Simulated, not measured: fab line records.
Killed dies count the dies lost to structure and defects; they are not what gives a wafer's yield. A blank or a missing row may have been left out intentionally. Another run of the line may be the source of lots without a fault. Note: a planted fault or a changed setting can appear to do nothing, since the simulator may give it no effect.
Matching of chambers	flow n5-finfet	4 sister chambers for N5_STI_FIN_REVEAL_ALD_14 on ald-sin-01
The step deposits Si3N4, target thk 3 nm. 4 wafers are shown with their chamber, then 7 later ones without.

WAFERS WITH THEIR CHAMBER
wafer	chamber	heater-power-w (W)
L082.1	2	908
L082.2	3	1003
L082.4	1	826
L082.5	0	862

WAFERS WHOSE CHAMBER IS MISSING
wafer	heater-power-w (W)
L082.6	999
L089.1	1004
L089.2	814
L089.3	839
L091.2	791
L091.3	865
L091.5	836

WHICH CHAMBER EACH ONE RAN IN
wafer	from the rows above	in truth
L082.6	3	3
L089.1	3	3
L089.2	1	1
L089.3	can't be placed: 1 or 0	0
L091.2	1	1
L091.3	0	0
L091.5	can't be placed: 1 or 0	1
Placed correctly: 5 of 7. Not placeable from these rows: 2 (in 2, the candidates include the true chamber). Placed wrongly: 0.
How it was worked out, from the rows above alone: a wafer's distance from a chamber is the root of the sum, over the readings, of the square of ((its reading less the chamber's mean) divided by the reading's scatter). If the next closest chamber is less than 2 further off than the closest, the wafer can't be placed; otherwise it belongs to the closest. A chamber's mean is the mean of its shown wafers. The scatter (one wafer shown for each chamber): square how far every hidden wafer sits from the nearest shown wafer, average those squares and take the square root.
